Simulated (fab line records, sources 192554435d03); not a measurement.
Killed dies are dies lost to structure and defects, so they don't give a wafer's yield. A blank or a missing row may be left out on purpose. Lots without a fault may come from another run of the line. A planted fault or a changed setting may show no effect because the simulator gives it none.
Split-lot experiment | flow n5_finfet | 7 lots, 39 wafers read, on a route of 1938 steps

THE SPLIT
At N5_FIN_CUT_CUT_ETCH_26 (etches SiNx in CH3F/O2, target depth 39 nm, time 55.7 s), the setting source_w was moved away from the recipe's 395 W on 12 of the 39 wafers read, by -14.0% to +11.8%. The other wafers ran this setting at the recipe's value.

The reading is taken at the split's own step.

THE READING
rf_vpp_V, in V, at N5_FIN_CUT_CUT_ETCH_26 (etches SiNx in CH3F/O2, target depth 39 nm, time 55.7 s). Fault-free wafers of this fab line usually give 295 V, standard deviation 5.2 V.

wafer  | tool, chamber at the split | source_w as run, W | against the recipe | rf_vpp_V, V | against lot-mates on the recipe
L074.1 | rie_diel-04, 0             | 395                | recipe             | 296         | -
L074.2 | rie_diel-04, 3             | 395                | recipe             | 297         | -
L074.3 | rie_diel-04, 2             | 395                | recipe             | 291         | -
L074.4 | rie_diel-04, 1             | 395                | recipe             | 297         | -
L074.5 | rie_diel-04, 3             | 395                | recipe             | 297         | -
L074.6 | rie_diel-04, 2             | 395                | recipe             | 293         | -
L079.1 | rie_diel-02, 3             | 395                | recipe             | 294         | -
L079.2 | rie_diel-02, 0             | 395                | recipe             | 288         | -
L079.3 | rie_diel-02, 1             | 395                | recipe             | 293         | -
L079.4 | rie_diel-02, 3             | 395                | recipe             | 293         | -
L079.5 | rie_diel-02, 0             | 395                | recipe             | 286         | -
L079.6 | rie_diel-02, 1             | 395                | recipe             | 295         | -
L080.1 | rie_diel-02, 3             | 429.7              | +8.8%              | 282         | -9
L080.2 | rie_diel-02, 0             | 395                | recipe             | 285         | -
L080.3 | rie_diel-02, 1             | 395                | recipe             | 294         | -
L080.4 | rie_diel-02, 0             | 429.7              | +8.8%              | 274         | -17
L080.5 | rie_diel-02, 1             | 395                | recipe             | 294         | -
L080.6 | rie_diel-02, 3             | 429.7              | +8.8%              | 281         | -10
L087.1 | rie_diel-01, 1             | 395                | recipe             | 303         | -
L087.2 | rie_diel-01, 0             | 395                | recipe             | 299         | -
L087.3 | rie_diel-01, 3             | 441.7              | +11.8%             | 273         | -25
L087.4 | rie_diel-01, 2             | 441.7              | +11.8%             | 276         | -22
L087.5 | rie_diel-01, 1             | 441.7              | +11.8%             | 287         | -11
L087.6 | rie_diel-01, 2             | 395                | recipe             | 293         | -
L090.4 | rie_diel-02, 0             | 395                | recipe             | 287         | -
L090.5 | rie_diel-02, 3             | 395                | recipe             | 293         | -
L090.6 | rie_diel-02, 0             | 395                | recipe             | 287         | -
L093.1 | rie_diel-02, 2             | 395                | recipe             | 303         | -
L093.2 | rie_diel-02, 0             | 395                | recipe             | 286         | -
L093.3 | rie_diel-02, 3             | 353.9              | -10.4%             | 309         | +15
L093.4 | rie_diel-02, 1             | 353.9              | -10.4%             | 308         | +14
L093.5 | rie_diel-02, 1             | 395                | recipe             | 293         | -
L093.6 | rie_diel-02, 0             | 353.9              | -10.4%             | 301         | +7
L096.1 | rie_diel-04, 2             | 339.6              | -14.0%             | 318         | +21
L096.2 | rie_diel-04, 3             | 395                | recipe             | 296         | -
L096.3 | rie_diel-04, 0             | 395                | recipe             | 298         | -
L096.4 | rie_diel-04, 1             | 339.6              | -14.0%             | 317         | +20
L096.5 | rie_diel-04, 1             | 395                | recipe             | 298         | -
L096.6 | rie_diel-04, 2             | 339.6              | -14.0%             | 319         | +22

THE FIT
A straight line over all 39 wafers: rf_vpp_V changes by -1.49 V for each +1% of source_w; r = -0.89; the points scatter about the line by 4.9 V.
The same after taking each lot's own level away (the mean of its wafers on the recipe; 39 wafers): -1.44 V for each +1%; r = -0.92; scatter 4.1 V.
On that fit, the largest move of source_w shifts the reading by 20 V.
The lots' own levels span 289.0 to 298.3 V, that is 1.8 times the standard deviation above.
So the lot-to-lot level changes the slope little: the two slopes agree.
Check: with one of the wafers moved furthest among these (-14.0%) left out of the fit, the line predicts +19.8 V for it against its lot-mates. It came out at +20.7 V against them.
Tool readings at the split's step, against how far the setting was moved: rf_vpp_V r = -0.89.

OTHER SPLITS ON THESE WAFERS
These wafers also went through other splits before the reading. Each is held against what the fit with the lots' levels taken away leaves over:
other split on the same wafers    | wafers away from the commonest value | r with rf_vpp_V (lot level and that fit taken away)
N5_WELL_APT_IMPLANT_32 energy_kev | 12                                   | -0.07

THE FILE'S OWN FIT
rf_vpp_V changes by -1.45 V for each +1% of source_w, r = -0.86.
